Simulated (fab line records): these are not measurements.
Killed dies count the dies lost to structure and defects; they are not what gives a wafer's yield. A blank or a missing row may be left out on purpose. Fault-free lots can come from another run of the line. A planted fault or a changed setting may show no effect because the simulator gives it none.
3 desks, one fault / flow n5_finfet / numbers are kept per desk, each desk with only its own; the story behind them comes last

## THE DEFECT DESK
What the inspections along the route counted, lot by lot: means of the sampled wafers that have a number. A lot is out of limits, marked OUT, if its mean lies more than 4 standard deviations from the usual mean; the brackets give that distance.
Columns: A = raw_defect_count at N5_FIN_SAQP_INSPECT_18, usual 437
lot=L357; first seen here=day 3 11:12; A=455
lot=L358; first seen here=day 3 18:22; A=469
lot=L360; first seen here=day 4 06:49; A=482
lot=L370; first seen here=day 6 16:36; A=496
lot=L371; first seen here=day 6 23:17; A=280
lot=L373; first seen here=day 7 11:28; A=373
Result from this desk: across the 6 lots, nothing is out of limits.

## DESK OF THE TOOL OWNER: ald_sin-01
The tool's own readings at N5_FIN_SAQP_SPACER1_ALD_24 (deposits SiO2, target thk 20.3 nm, pulse time 1 s, purge time 2 s): means of the sampled wafers that have a number, for each lot that ran on this tool. A lot is out of limits, marked OUT, if its mean lies more than 4 standard deviations from the usual mean; the brackets give that distance.
Columns: A = heater_power_w at N5_FIN_SAQP_SPACER1_ALD_24, usual 495 W; B = precursor_pulse_height_rel at N5_FIN_SAQP_SPACER1_ALD_24, usual 1.004; C = susceptor_temp_C at N5_FIN_SAQP_SPACER1_ALD_24, usual 300.00 C
lot=L358; first seen here=day 3 20:28; A=534; B=0.991; C=290.79 (-51) OUT
lot=L360; first seen here=day 4 08:44; A=530; B=1.010; C=290.84 (-51) OUT
lot=L371; first seen here=day 7 01:02; A=561; B=1.017; C=300.00
lot=L373; first seen here=day 7 13:23; A=484; B=1.008; C=299.87
Finding of this desk: L358, L360 out of limits; the first was L358 at day 3 20:28, on susceptor_temp_C at N5_FIN_SAQP_SPACER1_ALD_24. L371, L373 stayed within limits.

## THE METROLOGY DESK
Lot by lot, what the gauges showed, no matter which tool ran the lot: averages of those sampled wafers that carry a number. A lot is out of limits, marked OUT, if its mean lies more than 4 standard deviations from the usual mean; the brackets give that distance. Of its 11 readings 7 are shown: those that lie furthest out on some lot.
Columns: A = cd_nm at N5_FIN_SAQP_CD_MEAS_27, usual 20.35 nm; B = DIBL_N at N5_BEOL_M4_RC_MEAS_101, usual 36.2 mV/V; C = DIBL_P at N5_BEOL_M4_RC_MEAS_101, usual 36.1 mV/V; D = IOFF_N at N5_BEOL_M4_RC_MEAS_101, usual 0.16 nA/um; E = IOFF_P at N5_BEOL_M4_RC_MEAS_101, usual 0.21 nA/um; F = SS_P at N5_BEOL_M4_RC_MEAS_101, usual 73.3 mV/dec; G = VT_P at N5_BEOL_M4_RC_MEAS_101, usual -251 mV
lot=L357; first seen here=day 3 13:43; A=20.43; B=37.8; C=35.8; D=0.17; E=0.19; F=73.8; G=-252
lot=L358; first seen here=day 3 21:25; A=21.08; B=35.4; C=34.5; D=0.14; E=0.17; F=72.7; G=-254
lot=L360; first seen here=day 4 09:53; A=21.06; B=33.9; C=33.8; D=0.11; E=0.18; F=72.5; G=-253
lot=L370; first seen here=day 6 19:31; A=20.38; B=36.6; C=35.0; D=0.14; E=0.15; F=72.8; G=-260
lot=L371; first seen here=day 7 01:58; A=20.31; B=39.4; C=39.6; D=0.22; E=0.28; F=74.6; G=-248
lot=L373; first seen here=day 7 14:17; A=20.36; B=38.7; C=38.1; D=0.19; E=0.22; F=73.5; G=-252
Result from this desk: across the 6 lots, nothing is out of limits.

## BROUGHT TOGETHER
The tool owner's desk had the chance to raise an alarm at day 3 20:28 on L358, L360.
Nothing the defect desk looked at was out of limits.
At the metrology desk, nothing out of limits was observed.
The defect desk has L358, L360 on record, within its limits.
The metrology desk has L358, L360 on record, within its limits.
Of the lots named, all ran N5_FIN_SAQP_SPACER1_ALD_24 on ald_sin-01.

## WHAT HAD BEEN PUT IN BY THE SIMULATOR
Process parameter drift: ald_sin-01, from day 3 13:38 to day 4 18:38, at N5_FIN_SAQP_SPACER1_ALD_24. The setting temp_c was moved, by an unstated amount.
Lots struck among those shown: L358, L360.
Delay in hours, fault start to first out-of-limits reading, by desk: the tool owner's desk at 7.
